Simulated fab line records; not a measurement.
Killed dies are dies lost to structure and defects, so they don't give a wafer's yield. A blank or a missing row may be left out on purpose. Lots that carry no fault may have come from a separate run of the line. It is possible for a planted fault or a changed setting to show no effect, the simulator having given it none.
Which tool did it?    flow nand harc    24 lots, 72 wafers sampled, at 4 steps of a route of 1159

== WHAT EACH GAUGE READ, for each wafer ==
NHARC_P_M1_OVL_MEAS_10: pitch 260 nm. Usual: overlay x nm 0.0 nm, standard deviation 0.85; overlay y nm -0.1 nm, standard deviation 1.
lot   measured      on          overlay x nm (nm)  overlay y nm (nm)  flag
L074  day 6 09:20   overlay-01  -0.5 -1.1 -1.3     -1.8 -1.8 -0.8     
L075  day 6 09:58   overlay-02  0.0 0.0 -0.1       -1.7 -2.0 -1.2     
L077  day 6 18:14   overlay-02  0.5 -0.5 -0.2      0.3 1.2 1.2        
L076  day 6 18:53   overlay-02  1.1 1.1 0.8        0.2 0.7 0.4        
L078  day 7 00:02   overlay-01  -2.1 -2.0 -2.0     -0.9 -0.7 -1.0     
L079  day 7 00:46   overlay-01  0.1 0.4 0.3        -1.1 -0.7 -0.1     
L081  day 7 14:38   overlay-01  -0.6 -0.5 -0.5     0.9 1.5 1.3        
L080  day 7 15:52   overlay-01  0.8 0.8 0.8        -2.3 -1.9 -2.0     
L082  day 8 06:38   overlay-02  0.7 0.1 0.7        1.6 1.2 1.4        
L083  day 8 07:20   overlay-02  0.6 0.4 0.6        -0.5 -0.8 -0.4     
L084  day 8 12:51   overlay-01  -0.6 -0.5 0.0      0.4 0.3 0.8        
L085  day 8 13:38   overlay-01  -0.6 -0.8 -0.2     1.3 1.4 1.2        
L088  day 9 06:20   overlay-02  0.2 -0.1 0.2       0.5 0.5 0.7        
L086  day 9 07:25   overlay-02  0.6 0.6 0.9        0.1 0.2 -0.2       
L087  day 9 08:05   overlay-02  0.3 0.5 0.7        -0.6 -0.3 -0.6     
L089  day 10 06:40  overlay-02  0.6 -0.2 0.1       1.1 1.6 1.5        
L090  day 10 07:14  overlay-02  1.4 0.9 1.7        -0.9 -0.4 0.0      
L091  day 10 08:18  overlay-02  -1.7 -1.6 -1.4     -0.3 -0.1 0.4      
L092  day 10 08:40  overlay-01  1.2 1.4 1.7        -1.0 -0.8 -0.5     
L093  day 10 12:50  overlay-01  -0.3 0.5 0.3       0.3 0.1 0.1        
L094  day 10 20:18  overlay-02  -0.6 -0.8 -0.5     0.0 0.2 0.1        
L095  day 11 09:55  overlay-01  0.3 0.3 0.8        -0.9 -1.3 -1.2     
L096  day 11 11:37  overlay-02  -0.1 0.1 0.1       -1.2 -1.1 -1.1     
L097  day 11 12:08  overlay-02  -1.7 -1.6 -1.1     0.9 0.8 0.4        

NHARC_P_BONDPAD_CD_MEAS_13. Usual: 499.6 nm for cd nm, sd 2.5.
lot   measured      on         cd nm (nm)         flag
L074  day 6 18:22   cd sem-02  497.2 496.8 496.3  
L075  day 6 19:12   cd sem-02  498.2 498.9 497.8  
L077  day 7 03:15   cd sem-01  496.1 496.9 495.0  
L076  day 7 03:59   cd sem-03  499.9 498.4 497.4  
L078  day 7 09:19   cd sem-03  500.5 500.5 507.1  
L079  day 7 10:01   cd sem-01  506.0 500.9 500.0  
L081  day 7 23:46   cd sem-03  499.3 497.9 498.5  
L080  day 8 01:09   cd sem-02  496.6 497.2 496.3  
L082  day 8 16:43   cd sem-03  499.5 502.3 499.7  
L083  day 8 17:13   cd sem-02  500.5 501.9 503.4  
L084  day 8 22:17   cd sem-02  498.4 497.7 494.0  
L085  day 8 22:43   cd sem-01  499.4 498.1 499.6  
L088  day 9 15:24   cd sem-01  497.1 500.2 498.6  
L086  day 9 16:29   cd sem-03  506.1 499.4 499.8  
L087  day 9 17:29   cd sem-01  500.2 499.5 502.8  
L089  day 10 16:04  cd sem-03  497.6 499.7 497.7  
L090  day 10 16:52  cd sem-02  499.5 501.8 498.7  
L091  day 10 17:34  cd sem-03  501.6 504.4 500.1  
L092  day 10 18:29  cd sem-01  500.3 498.1 501.6  
L093  day 10 22:03  cd sem-01  500.2 499.2 500.5  
L094  day 11 05:24  cd sem-01  498.0 499.0 498.2  
L095  day 11 19:08  cd sem-02  500.6 497.5 498.7  
L096  day 11 21:26  cd sem-02  497.2 497.9 497.5  
L097  day 11 21:54  cd sem-02  505.8 499.1 502.7  

== TOOL THAT RAN EACH LOT (tool first, then ch and the chambers of the sampled wafers, then the start) ==
lot   NHARC_P_M0_DEP_32                NHARC_P_BONDPAD_DEP_00
L074  pecvd-02 ch 1,2, day 6 08:02     pecvd-02 ch 0,1, day 6 18:22 or earlier
L075  pecvd-03 ch 0,1, day 6 08:38     pecvd-03 ch 0,1, day 6 17:29
L077  pecvd-03 ch 0,1,2, day 6 17:01   pecvd-04 ch 0,1,2, day 7 01:46
L076  pecvd-04 ch 0,1,2, day 6 17:32   pecvd-03 ch 0,2, day 7 02:25
L078  pecvd-02 ch 0,1,2, day 6 22:43   pecvd-04 ch 0,1, day 7 07:26
L079  pecvd-03 ch 1,2, day 6 23:23     pecvd-04 ch 0,1, day 7 08:18
L081  pecvd-04 ch 1,2, day 7 13:18     pecvd-04 ch 0,2, day 7 22:08
L080  pecvd-04 ch 0,1, day 7 14:38     pecvd-03 ch 1,2, day 7 23:25
L082  pecvd-02 ch 0,1,2, day 8 05:19   pecvd-02 ch 0,1, day 8 14:56
L083  pecvd-02 ch 0,1,2, day 8 06:03   pecvd-03 ch 0,2, day 8 15:29
L084  pecvd-04 ch 0,1,2, day 8 11:39   pecvd-02 ch 0,1,2, day 8 22:17 or earlier
L085  pecvd-04 ch 1,2, day 8 12:20     pecvd-02 ch 0,1,2, day 8 21:06
L088  pecvd-02 ch 1,2, day 9 05:00     pecvd-03 ch 0,2, day 9 13:46
L086  pecvd-02 ch 0,2, day 9 05:59     pecvd-03 ch 0,1, day 9 14:45
L087  pecvd-03 ch 0,2, day 9 06:50     pecvd-03 ch 0,1,2, day 9 15:46
L089  pecvd-02 ch 0,1, day 10 05:17    pecvd-02 ch 0,2, day 10 14:19
L090  pecvd-04 ch 0,1, day 10 05:55    pecvd-03 ch 1,2, day 10 15:13
L091  pecvd-02 ch 0,1,2, day 10 07:06  pecvd-03 ch 0,1,2, day 10 15:55
L092  pecvd-02 ch 0,1,2, day 10 07:27  pecvd-04 ch 0,1,2, day 10 16:50
L093  pecvd-02 ch 0,1, day 10 11:22    pecvd-04 ch 0,1,2, day 10 20:25
L094  pecvd-03 ch 0,2, day 10 18:58    pecvd-04 ch 0,2, day 11 03:44
L095  pecvd-03 ch 0,1,2, day 11 08:26  pecvd-02 ch 0,1, day 11 17:22
L096  pecvd-02 ch 0,1,2, day 11 10:18  pecvd-03 ch 0,1,2, day 11 19:47
L097  pecvd-04 ch 0,2, day 11 10:45    pecvd-03 ch 0,1,2, day 11 20:09
- NHARC_P_M0_DEP_32: deposits SiCN, target thk 30 nm.
- NHARC_P_BONDPAD_DEP_00: deposits SiCN, target thk 250 nm.

== WHAT THE TOOLS THEMSELVES READ (means of the sampled wafers that have a number; where no wafer has one, the mark that the record gives instead) ==
NHARC_P_M0_DEP_32. Usual: chamber pressure Torr 3.001 Torr, standard deviation 0.0069; heater power outer w 331 W, standard deviation 52; heater power w 583 W, standard deviation 80.
lot   tool      chamber pressure Torr (Torr)  heater power outer w (W)  heater power w (W)  flag
L074  pecvd-02  3.008                         304                       517                 
L075  pecvd-03  3.002                         325                       575                 
L077  pecvd-03  2.999                         313                       553                 
L076  pecvd-04  2.997                         291                       543                 
L078  pecvd-02  3.000                         317                       555                 
L079  pecvd-03  3.007                         353                       605                 
L081  pecvd-04  2.997                         353                       616                 
L080  pecvd-04  3.006                         311                       571                 
L082  pecvd-02  3.005                         341                       591                 
L083  pecvd-02  2.993                         339                       599                 
L084  pecvd-04  2.996                         343                       600                 
L085  pecvd-04  3.003                         378                       655                 
L088  pecvd-02  3.003                         337                       581                 
L086  pecvd-02  3.012                         400                       680                 
L087  pecvd-03  3.007                         319                       558                 
L089  pecvd-02  3.007                         299                       525                 
L090  pecvd-04  3.007                         293                       523                 
L091  pecvd-02  3.003                         337                       607                 
L092  pecvd-02  2.996                         346                       595                 
L093  pecvd-02  3.007                         326                       555                 
L094  pecvd-03  2.995                         303                       534                 
L095  pecvd-03  2.999                         333                       584                 
L096  pecvd-02  2.996                         301                       533                 
L097  pecvd-04  3.002                         303                       557                 

NHARC_P_BONDPAD_DEP_00. Usual: chamber pressure Torr 3.000 Torr, standard deviation 0.0065; heater power outer w 321 W, standard deviation 45; heater power w 567 W, standard deviation 68.
lot   tool      chamber pressure Torr (Torr)  heater power outer w (W)  heater power w (W)  flag
L074  pecvd-02  3.001                         305                       554                 
L075  pecvd-03  3.004                         307                       551                 
L077  pecvd-04  2.999                         326                       598                 
L076  pecvd-03  2.994                         318                       546                 
L078  pecvd-04  3.002                         302                       550                 
L079  pecvd-04  2.998                         243                       479                 
L081  pecvd-04  3.007                         321                       583                 
L080  pecvd-03  3.000                         340                       601                 
L082  pecvd-02  2.988                         334                       564                 
L083  pecvd-03  3.001                         295                       523                 
L084  pecvd-02  3.005                         349                       607                 
L085  pecvd-02  2.999                         332                       585                 
L088  pecvd-03  3.004                         315                       543                 
L086  pecvd-03  3.005                         305                       534                 
L087  pecvd-03  3.001                         302                       532                 
L089  pecvd-02  3.009                         397                       688                 
L090  pecvd-03  2.999                         294                       529                 
L091  pecvd-03  3.002                         304                       539                 
L092  pecvd-04  2.998                         326                       589                 
L093  pecvd-04  3.001                         311                       562                 
L094  pecvd-04  2.998                         309                       581                 
L095  pecvd-02  2.999                         368                       641                 
L096  pecvd-03  2.997                         320                       563                 
L097  pecvd-03  2.997                         314                       543                 

== THE ANSWER, worked out from the rows above alone ==
Rule: a lot is off if the mean of its wafers that have a number lies more than 3 standard deviations from the usual mean. A lot without any number at a reading at which 4 lots or more have one is off too. Where the step has rows for the other lots, those lots are counted as sound. Order of review: gauges by route order, followed by the tools' own readings, for which a lot's mean as printed above is used. The first step at which some lot is off is used, and at that step the reading that is off furthest; a lot without a number counts as furthest.
None of the lots is off at any reading shown; this tells nothing.

== WHAT WAS PUT IN BY THE SIMULATOR ==
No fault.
